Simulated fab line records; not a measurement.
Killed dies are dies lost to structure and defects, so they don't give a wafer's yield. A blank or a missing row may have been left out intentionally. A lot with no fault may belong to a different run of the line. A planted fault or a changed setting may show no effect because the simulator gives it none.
Struck lot and sound lot, side by side | flow n5_finfet | 38 out of 1938 route steps
Sound: wafers L207.2, L207.3, L207.6. The struck wafers were L203.1, L203.5, L203.6. At the end, the cause is stated.
Each step with rows lists, per side, the tool, then ch with its chambers, then its first start. Under that, the readings that differ: sound wafers | struck wafers | difference of the means | sigmas: that difference in standard deviations of wafers without a fault.
alike: readings with means less than 2 such deviations apart, plus words and numbers identical on both sides. not compared: withheld readings, readings lacking a value on some wafer, bounds such as >300 that could conceal the same value, and numbers that have no deviation in the record and whose values overlap.
A row with sigmas, a row that says differs or no value, or rows on one side alone: a step with any of these is where the two part. Non-overlapping numbers with no deviation appear without sigmas and do not part them. A reading missing from all wafers of one side parts the sides only when that side holds two or more wafers.

first, 9 steps without rows for these wafers: N5_BEOL_M9_DESCUM_33 (chemistry O2, time 7 s); N5_BEOL_M9_ETCH_76 (etches underlayer in N2/H2, target depth 6.5 nm, time 5.2 s); N5_BEOL_M9_ETCH_65 (etches SiARC in CF4, target depth 15.6 nm, time 26 s); N5_BEOL_M9_ETCH_66 (etches SOC in N2/H2, target depth 80 nm, overetch 16 nm, time 120 s); N5_BEOL_M9_STRIP_69 (strips in N2/H2); N5_BEOL_M9_STRIP_77 (strips in N2/H2); N5_BEOL_M9_VIA_ETCH_34 (etches SiCOH lowk in C4F6/O2, target depth 182.4 nm, time 68.4 s); N5_BEOL_M9_STRIP_73 (strips in C4F6/O2); N5_BEOL_M9_STRIP_36 (strips in N2/H2).
N5_BEOL_M9_TRENCH_ETCH_37: etches SiCOH lowk in C4F6/O2, target depth 151.43 nm, time 49 s.
  sound on rie_diel-02 ch 0,1,2, day 16 19:07; struck on rie_diel-04 ch 0,1,2, day 15 11:51
  reading                                    | sound             | struck          | difference | sigmas
  bias_w (W)                                 | 185.3 184.9 185.2 | 71.4 71.7 70.2  | -114.0     | -99 or more
  oes_ar_750_au (a.u.)                       | 0.93 0.84 0.90    | 0.68 0.69 0.73  | -0.19      | -2
  oes_product_au (a.u.)                      | 0.93 0.83 0.90    | 0.60 0.60 0.66  | -0.27      | -3
  rf_vpp_V (V)                               | 674 663 643       | 311 298 316     | -352       | -29
  showerhead_plenum_p_Torr (Torr)            | 2.89 2.91 2.91    | 2.83 2.60 2.73  | -0.18      | -2
  model.BEOL_M9.feature_depth_nm (nm)        | 151.2 152 149.4   | 110 112.4 113   | -39        |
  model.etch.depth_nm (nm)                   | 151.3 152.1 149.5 | 110 112.3 113.1 | -39        |
  model.TiN_of_BEOL_M9_HM_DEP_02.thk_nm (nm) | 16.4 15.8 16.2    | 17.8 18 17.6    | +1.7       |
  alike: drypump_motor_current_A, throttle_valve_pct
  not compared: rf_hours_counter_h
then, 2 steps without rows for these wafers: N5_BEOL_M9_ETCH_41 (etches SiCN in CH3F/O2, target depth 36.6 nm, time 70.1 s); N5_BEOL_M9_STRIP_80 (strips in N2/H2, time 10 s).
N5_BEOL_M9_OCD_MEAS_38:
  sound: ocd-02 at day 16 19:17; struck: ocd-01 at day 15 12:01
  reading              | sound             | struck            | difference | sigmas
  trench_depth_nm (nm) | 151.5 151.4 149.7 | 109.3 112.1 113.1 | -39.4      | -15
then, 13 steps without rows for these wafers: N5_BEOL_M9_HM_STRIP_39 (strips TiN in peroxide tin strip, target depth 25 nm, time 158 s); N5_BEOL_M9_SRD_40 (time 30 s); N5_BEOL_M9_PRECLEAN_42 (cleans in residue remover, time 60 s); N5_BEOL_M9_SRD_43 (time 30 s); N5_BEOL_M9_CURE_72 (cures SiCOH lowk, time 120 s); N5_BEOL_M9_DEGAS_44 (time 60 s); N5_BEOL_M9_PRE_CLEAN_45 (time 30 s); N5_BEOL_M9_ALD_74 (deposits TaN, target thk 2 nm, pulse time 2 s, purge time 3 s); N5_BEOL_M9_SURFACE_TREAT_79; N5_BEOL_M9_CVD_78 (deposits Co from CCTBA/H2, target thk 2 nm, time 138.9 s); N5_BEOL_M9_SPUTTER_48 (material Cu, target thk 12 nm, time 2 s); N5_BEOL_M9_ECD_50 (material Cu, target thk 318 nm); N5_BEOL_M9_ANNEAL_51 (time 90 s).
N5_BEOL_M9_CMP_52: polishes, stops on SiCOH lowk, t overpolish 7 s, target thk 140 nm.
  sound on cmp-04 ch 0,1,2, day 17 00:48; struck on cmp-01 ch 0,1,3, day 15 14:53
  reading                                | sound             | struck          | difference | sigmas
  model.Cu_of_BEOL_M9_ECD_50.thk_nm (nm) | 138.6 140.2 136.4 | 97.4 98.2 101.8 | -39.3      |
  alike: motor_current_A
N5_BEOL_M9_THK_MEAS_53: measures by xrf.
  sound: film_metro-01 at day 17 01:06; struck: film_metro-02 at day 15 15:04
  reading     | sound       | struck    | difference | sigmas
  M9_THK (nm) | 140 143 139 | 98 99 102 | -41        | -13
then, 2 steps without rows for these wafers: N5_BEOL_M9_PRE_CLEAN_55 (time 15 s); N5_BEOL_M9_DEP_56 (deposits SiCN from 3MS/NH3, target thk 15 nm, time 26.5 s).
N5_BEOL_M9_RS_MEAS_57: a four-point-probe measurement.
  sound: film_metro-01 at day 17 01:14; struck: film_metro-02 at day 15 15:12
  reading        | sound             | struck            | difference | sigmas
  M9_RS (ohm/sq) | 0.153 0.150 0.155 | 0.227 0.225 0.216 | +0.070     | +19
then, 5 steps without rows for these wafers: N5_BEOL_M10_ILD_DEP_00 (deposits SiCOH lowk from DEMS/porogen, target thk 308.51 nm, time 58 s); N5_BEOL_M10_CURE_71 (cures SiCOH lowk, time 240 s); N5_BEOL_M10_PECVD_70 (deposits SiO2 from TEOS/O2, target thk 20 nm, time 22.7 s); N5_BEOL_M10_HM_DEP_02 (deposits TiN, target thk 20 nm); N5_BEOL_M10_COAT_59 (time 60 s, resist thk 100 nm).
-- the record jumps here: 2 days lie between the struck wafers' starts before and after (it left off in module BEOL_M10 and takes up again in module BEOL_M15, whose first step shown is number 1830 of the route) --
N5_BEOL_M15_RC_MEAS_101:
  sound on prober-02 ch 0, day 18 15:31; struck on prober-02 ch 0, day 17 16:06
  reading                   | sound                      | struck                    | difference | sigmas
  COMB_M10 (S/m)            | 2.17e-11 1.48e-11 1.95e-11 | 1.2e-11 1.29e-11 1.42e-11 | -5.6e-12   | -2
  COMB_M15 (S/m)            | 3.4e-12 2.1e-12 2.7e-12    | 1.4e-12 1.9e-12 1.3e-12   | -1.2e-12   | -2
  SERP_M6 (ohm/um)          | 14.5 14.8 14.3             | 14.2 13.1 12.4            | -1.3       | -2
  SERP_M9 (ohm/um)          | 3.14 3.07 3.14             | 4.51 4.56 4.18            | +1.30      | +16
  SERP_M9_max_site (ohm/um) | 3.26 3.14 3.17             | 4.58 4.62 4.32            | +1.32      | +15
  alike: COMB_M10_max_site, COMB_M11, COMB_M12, COMB_M13, COMB_M14, COMB_M5, COMB_M6, COMB_M6_max_site, COMB_M7, COMB_M8, SERP_M10, SERP_M11, SERP_M12, SERP_M13, SERP_M14, SERP_M5, SERP_M7, SERP_M8
N5_PASSIVATION_PROBE_49:
  sound: prober-02 at day 19 05:11; struck: prober-01 at day 18 06:53
  reading                | sound    | struck | difference | sigmas
  sort_bin_4_leakage (%) | 0.25 0 0 | 0 0 0  | +0         | -4
  alike: defect_limited_yield, killed_at_M0_to_M3, killed_at_M4_up, killed_at_contacts, killed_at_front_end, killed_at_other, killed_dies, killed_open, killed_short, sort_bin_5_function, sort_bin_6_memory, sort_bin_8_speed, sort_n_pass

== WHERE THEY PART ==
First at N5_BEOL_M9_TRENCH_ETCH_37; last, within this record, at N5_PASSIVATION_PROBE_49.

WHY: what had been put in by the simulator
Process parameters drifting: rie_diel-04 at N5_BEOL_M9_TRENCH_ETCH_37, beginning at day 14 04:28. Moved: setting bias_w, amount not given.
